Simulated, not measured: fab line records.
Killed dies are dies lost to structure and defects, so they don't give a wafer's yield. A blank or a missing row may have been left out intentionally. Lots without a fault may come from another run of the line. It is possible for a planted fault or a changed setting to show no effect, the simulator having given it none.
fab line records | flow n5-finfet | part 2 of 2: steps 5 to 6 of 6
[record] lots = 20 wafers = 60 last-day = 18
route steps=1938 shown BEOL_M0_SAQP@664 BEOL_M0_CUTY@711 BEOL_M0@720
lots that met no fault: taken from a fault-free run of the same line
start-h: hours from the record's opening day to when the first of the lot's shown wafers began | wait-h: hours from the lot's prior step to this one | " repeats the value in the row above | L1.1+2: one row covering several wafers at once | - value missing, or start not given | * or withheld: withheld | < > ~ a bound
route shown NAME@n: a module of which the file shows steps, and the number in the route of the first | usual: the fault-free wafers' mean and standard deviation | same: alike in all rows | chamber/n: place in a boat | sites: per-site readings | _std_site: the standard deviation of these | _edge_site: outer sites' mean less inner sites' | radius-mm: how far each site lies from the wafer's centre | mask NAME#n: copy n | behind: the last tool/chamber to shape the wafer | hold: cause of the lot's hold/its duration in hours/its outcome | device: the n, p or np transistor that did not switch | end of line: at the end of the route, the tests of the same wafers | a step with no rows: only its recipe | killed: count of dies lost to structure and defects at first sort (not the wafer's yield) | map: the dies of a wafer, with x for killed, . for not killed, _ for no die there
set.NAME: the setting the step ran with; set.NAME@STEP: the setting that earlier step ran with | model.NAME: the simulator's own value behind a step, which no gauge read
route steps across a sampled set of lots; one table per step, one row per wafer
services: the hour from which a tool's chamber was out of use, counted from the record's first day as start-h (under 0 if before that day), plus the number of hours and why
[[steps]]
[step N5_BEOL_M0_CUTY_ETCH_63]
[recipe] chemistry = N2/H2 target = SOC target-depth-a = 827 overetch-a = 165 mask-material = SiARC temp-c = 40 ion-energy-ev = 200 time-s = 124 pressure-mtorr = 30 source-w = 840 bias-w = 150 n2-flow-sccm = 200 h2-flow-sccm = 200
[usual] drypump-motor-current-A = 5.8/0.46 oes-product-au = 0.63/0.061 rf-vpp-V = 523.9/2.4 showerhead-plenum-p-Torr = 2.55/0.078 throttle-valve-pct = 17.98/0.28
// columns lot.wafer tool chamber start-h wait-h drypump-motor-current-A oes-product-au rf-hours-counter-h rf-vpp-V showerhead-plenum-p-Torr throttle-valve-pct
L074.3 rie-diel-02 2 114.96 0.0 5.7 0.68 76 525.1 2.59 17.87
L074.4 " 1 " " 5.8 0.62 116 521.6 2.48 18.01
L074.6 " 2 " " 5.7 0.68 - 525.6 2.59 17.87
L075.1 rie-diel-05 2 123.50 0.0 5.9 0.59 185 522.4 2.50 17.54
L075.3 " 3 " " 5.6 0.59 211 527.0 2.62 17.74
L075.5 " 1 " " 4.7 0.59 - 526.9 2.63 18.28
L076.1 rie-diel-05 2 131.17 0.0 5.9 0.60 187 522.7 2.50 17.56
L076.4 " 0 " " 6.4 0.63 146 521.8 2.46 17.91
L076.6 " 0 " " 6.4 0.63 - 522.0 2.46 17.89
L077.3 rie-diel-05 2 133.90 0.0 5.9 0.60 188 524.4 2.50 17.55
L077.4 " 2 " " 5.9 0.59 - 523.2 2.50 17.56
L077.6 " 1 " " 4.8 0.58 - 527.6 2.63 18.29
L081.3 rie-diel-02 1 161.05 0.0 5.9 0.62 132 520.9 2.48 18.07
L081.5 " 1 " " 5.8 0.61 - 521.0 2.48 18.06
L081.6 " 2 " " 5.7 0.67 - 523.4 2.58 17.90
L082.2 rie-diel-02 2 165.37 0.0 5.7 0.66 93 523.5 2.58 17.89
L082.4 " 3 " " 5.9 0.74 24 522.5 2.51 17.93
L082.5 " 2 " " 5.8 0.66 - 524.4 2.58 17.89
L083.1 rie-diel-01 3 174.70 0.0 5.7 0.62 170 523.2 2.54 17.88
L083.4 " 2 " " 5.7 0.62 172 527.6 2.64 18.25
L083.6 " 3 " " 5.8 0.62 - 523.2 2.54 17.88
L084.1 rie-diel-05 0 181.76 0.0 6.4 0.62 165 519.1 2.45 17.93
L084.4 " 1 " " 4.7 0.57 208 525.7 2.62 18.31
L084.6 " 3 " " 5.6 0.57 - 524.9 2.62 17.78
L085.1 rie-diel-01 2 186.80 0.0 5.7 0.62 178 526.7 2.64 18.26
L085.2 " 3 " " 5.8 0.61 175 522.7 2.53 17.89
L085.3 " 0 " " 6.3 0.56 244 521.2 2.41 18.24
L086.2 rie-diel-05 0 191.62 0.0 6.4 0.62 168 522.1 2.45 17.93
L086.3 " 3 " " 5.6 0.56 232 525.7 2.61 17.79
L086.4 " 2 " " 5.9 0.59 208 524.4 2.49 17.57
L088.1 rie-diel-01 1 207.71 0.0 6.6 0.77 5 525.1 2.63 17.39
L088.4 " 1 " " 6.6 0.76 - 527.1 2.63 17.35
L088.5 " 1 " " 6.5 0.76 - 524.3 2.63 17.37
L089.1 rie-diel-01 1 209.03 0.0 6.5 0.76 6 525.9 2.63 17.36
L089.5 " 1 " " 6.6 0.75 - 525.9 2.63 17.39
L089.6 " 2 " " 5.7 0.61 - 526.3 2.64 18.27
L090.1 rie-diel-02 1 213.09 0.0 5.9 0.61 151 520.3 2.47 18.09
L090.3 " 3 " " 5.9 0.71 43 522.7 2.50 17.97
L090.6 " 3 " " 5.9 0.72 - 522.7 2.50 17.97
L091.1 rie-diel-02 0 215.53 0.0 5.3 0.59 206 524.4 2.53 18.36
L091.2 " 3 " " 5.9 0.72 44 521.7 2.50 17.97
L091.4 " 0 " " 5.3 0.59 - 523.2 2.53 18.38
L092.1 rie-diel-05 3 221.68 0.0 5.7 0.56 244 527.9 2.61 17.81
L092.2 " 1 " " 4.8 0.56 223 525.1 2.61 18.33
L092.3 " 0 " " 6.4 0.61 177 521.3 2.45 17.96
L093.1 rie-diel-01 0 230.81 0.0 6.3 0.79 6 528.5 2.72 17.87
L093.3 " 3 " " 5.7 0.61 191 522.7 2.53 17.94
L093.4 " 1 " " 6.5 0.73 16 525.0 2.63 17.40
L094.3 rie-diel-02 3 235.47 0.0 5.9 0.70 53 522.9 2.49 17.98
L094.4 " 3 " " 5.9 0.71 - 521.5 2.49 17.98
L094.6 " 1 " " 5.9 0.60 - 520.4 2.46 18.11
L095.2 rie-diel-01 0 239.44 0.0 6.3 0.79 8 526.7 2.72 17.89
L095.5 " 3 " " 5.7 0.61 - 522.8 2.53 17.93
L095.6 " 0 " " 6.3 0.79 - 528.0 2.72 17.88
L096.3 rie-diel-02 2 248.31 0.0 5.8 0.64 112 524.5 2.57 17.93
L096.5 " 0 " " 5.3 0.59 - 522.9 2.53 18.40
L096.6 " 1 " " 5.9 0.60 - 521.6 2.46 18.13
L097.2 rie-diel-05 2 257.07 0.0 5.9 0.57 232 524.0 2.48 17.62
L097.3 " 0 " " 6.4 0.60 191 520.5 2.44 17.98
L097.5 " 2 " " 5.8 0.57 - 523.6 2.48 17.62
[step N5_BEOL_M0_ETCH_128]
[recipe] chemistry = CF4/N2 target-depth-a = 120 overetch-a = 51 target = SiCN time-s = 21.4 ion-energy-ev = 150 pressure-mtorr = 40 source-w = 430 bias-w = 70 Ar_flow_sccm = 100 cf4-flow-sccm = 60 n2-flow-sccm = 60
[usual] drypump-motor-current-A = 5.7/0.47 oes-product-au = 0.52/0.05 rf-vpp-V = 382.3/1.9 showerhead-plenum-p-Torr = 2.21/0.064 throttle-valve-pct = 15.58/0.21
// columns lot.wafer tool chamber start-h wait-h drypump-motor-current-A oes-product-au rf-hours-counter-h rf-vpp-V showerhead-plenum-p-Torr throttle-valve-pct
L074.3 rie-diel-02 1 116.12 0.0 5.9 0.62 117 381.5 2.12 15.34
L074.4 " 0 " " 5.3 0.52 169 380.6 2.21 15.73
L074.6 " 1 " " 5.9 0.52 - 380.6 2.12 15.33
L075.1 rie-diel-05 0 128.17 0.1 6.4 0.52 144 381.1 2.15 15.59
L075.3 " 1 " " 4.8 0.45 188 385.1 2.28 15.80
L075.5 " 1 " " 4.8 0.47 - 384.4 2.28 15.79
L076.1 rie-diel-02 2 131.71 0.0 5.8 0.54 82 382.9 2.25 15.51
L076.4 " 1 " " 5.9 0.51 122 380.7 2.12 15.35
L076.6 " 0 " " 5.3 0.49 - 382.3 2.20 15.75
L077.3 rie-diel-01 3 136.54 0.1 5.7 0.52 155 382.8 2.20 15.41
L077.4 " 0 " " 6.3 0.46 - 380.1 2.10 15.91
L077.6 " 2 " " 5.7 0.52 - 385.3 2.29 15.75
L081.3 rie-diel-02 3 162.34 0.0 5.9 0.64 23 380.0 2.17 15.41
L081.5 " 2 " " 5.7 0.56 - 383.3 2.25 15.54
L081.6 " 3 " " 5.9 0.62 - 380.4 2.17 15.40
L082.2 rie-diel-01 0 167.98 0.0 6.2 0.48 236 379.4 2.10 15.92
L082.4 " 2 " " 5.7 0.53 170 384.3 2.28 15.77
L082.5 " 3 " " 5.8 0.52 - 384.1 2.19 15.42
L083.1 rie-diel-05 2 175.57 0.1 5.9 0.50 203 382.5 2.18 15.50
L083.4 " 0 " " 6.4 0.53 163 379.3 2.14 15.63
L083.6 " 1 " " 4.7 0.48 - 384.6 2.27 15.83
L084.1 rie-diel-01 0 185.63 0.0 6.2 0.47 243 381.3 2.10 15.93
L084.4 " 2 " " 5.7 0.53 - 384.2 2.28 15.79
L084.6 " 0 " " 6.2 0.49 - 380.1 2.10 15.92
L085.1 rie-diel-05 1 188.40 0.0 4.7 0.48 210 384.8 2.27 15.84
L085.2 " 3 " " 5.6 0.47 230 382.2 2.27 15.50
L085.3 " 0 " " 6.4 0.52 167 381.8 2.14 15.63
L086.2 rie-diel-01 3 193.36 0.0 5.7 0.52 179 380.6 2.19 15.48
L086.3 " 2 " " 5.7 0.51 182 384.9 2.28 15.81
L086.4 " 2 " " 5.7 0.52 - 383.8 2.28 15.80
L088.1 rie-diel-02 0 209.33 0.8 5.3 0.49 203 380.9 2.19 15.82
L088.4 " 0 " " 5.3 0.49 - 382.8 2.19 15.82
L088.5 " 1 " " 5.9 0.52 - 380.0 2.11 15.38
L089.1 rie-diel-05 2 210.64 0.6 5.9 0.48 214 380.1 2.17 15.51
L089.5 " 1 " " 4.8 0.47 - 383.0 2.27 15.85
L089.6 " 2 " " 5.9 0.50 - 380.9 2.17 15.49
L090.1 rie-diel-02 1 215.10 0.0 5.9 0.50 152 380.1 2.11 15.41
L090.3 " 0 " " 5.3 0.49 206 383.0 2.19 15.81
L090.6 " 1 " " 5.9 0.52 - 379.3 2.11 15.39
L091.1 rie-diel-05 1 217.50 0.2 4.7 0.47 221 382.7 2.27 15.86
L091.2 " 3 " " 5.7 0.46 243 384.3 2.27 15.52
L091.4 " 2 " " 5.9 0.49 217 381.2 2.17 15.53
L092.1 rie-diel-05 0 224.15 0.0 6.4 0.51 178 379.9 2.14 15.64
L092.2 " 1 " " 4.7 0.47 224 383.7 2.27 15.86
L092.3 " 2 " " 5.9 0.48 219 380.0 2.17 15.52
L093.1 rie-diel-05 1 231.98 0.0 4.8 0.46 225 382.8 2.27 15.88
L093.3 " 2 " " 5.8 0.48 220 383.1 2.17 15.52
L093.4 " 0 " " 6.3 0.51 179 379.6 2.14 15.67
L094.3 rie-diel-05 1 240.24 0.2 4.7 0.47 228 384.6 2.27 15.88
L094.4 " 0 " " 6.4 0.52 181 380.2 2.14 15.67
L094.6 " 3 " " 5.6 0.47 - 384.1 2.27 15.53
L095.2 rie-diel-01 1 240.35 0.3 6.4 0.60 19 383.0 2.25 14.88
L095.5 " 0 " " 6.3 0.66 - 385.7 2.36 15.46
L095.6 " 1 " " 6.5 0.60 - 384.0 2.25 14.88
L096.3 rie-diel-02 2 249.09 0.0 5.7 0.53 113 383.3 2.24 15.60
L096.5 " 1 " " 5.8 0.51 - 379.1 2.11 15.42
L096.6 " 2 " " 5.7 0.55 - 385.1 2.24 15.57
L097.2 rie-diel-01 0 259.81 0.7 6.3 0.65 15 386.0 2.36 15.49
L097.3 " 2 " " 5.7 0.49 209 385.4 2.27 15.83
L097.5 " 1 " " 6.5 0.61 - 384.6 2.25 14.88
[[services]]
// columns tool chamber start-h hours kind
rie-si-04 - 86.33 0.3 repair
rie-diel-06 - 86.87 0.4 repair
rie-si-02 0 119.99 15.0 repair
rie-diel-05 3 132.65 7.5 repair
rie-diel-06 3 133.56 10.2 repair
rie-diel-01 1 135.00 12.9 repair
rie-diel-03 1 146.18 2.5 repair
rie-si-04 - 153.37 1.1 repair
rie-si-04 - 154.56 2.8 pm
rie-diel-03 - 159.37 0.7 repair
rie-diel-04 - 188.17 14.6 pm
rie-diel-02 - 195.71 3.6 repair
rie-diel-05 0 203.48 8.1 repair
rie-diel-02 2 205.00 27.5 repair
rie-si-03 1 212.33 6.2 repair
rie-diel-02 0 226.35 10.5 repair
rie-diel-03 - 239.00 15.6 pm
rie-diel-02 3 241.86 46.0 repair
rie-diel-05 3 243.39 - clean
rie-diel-05 3 243.39 - consumable-replace:focus-ring
rie-diel-05 3 243.39 13.8 scheduled-down
rie-diel-05 3 243.39 13.8 vent-cycle
rie-si-02 1 245.60 6.2 repair
rie-si-02 0 253.42 1.6 repair
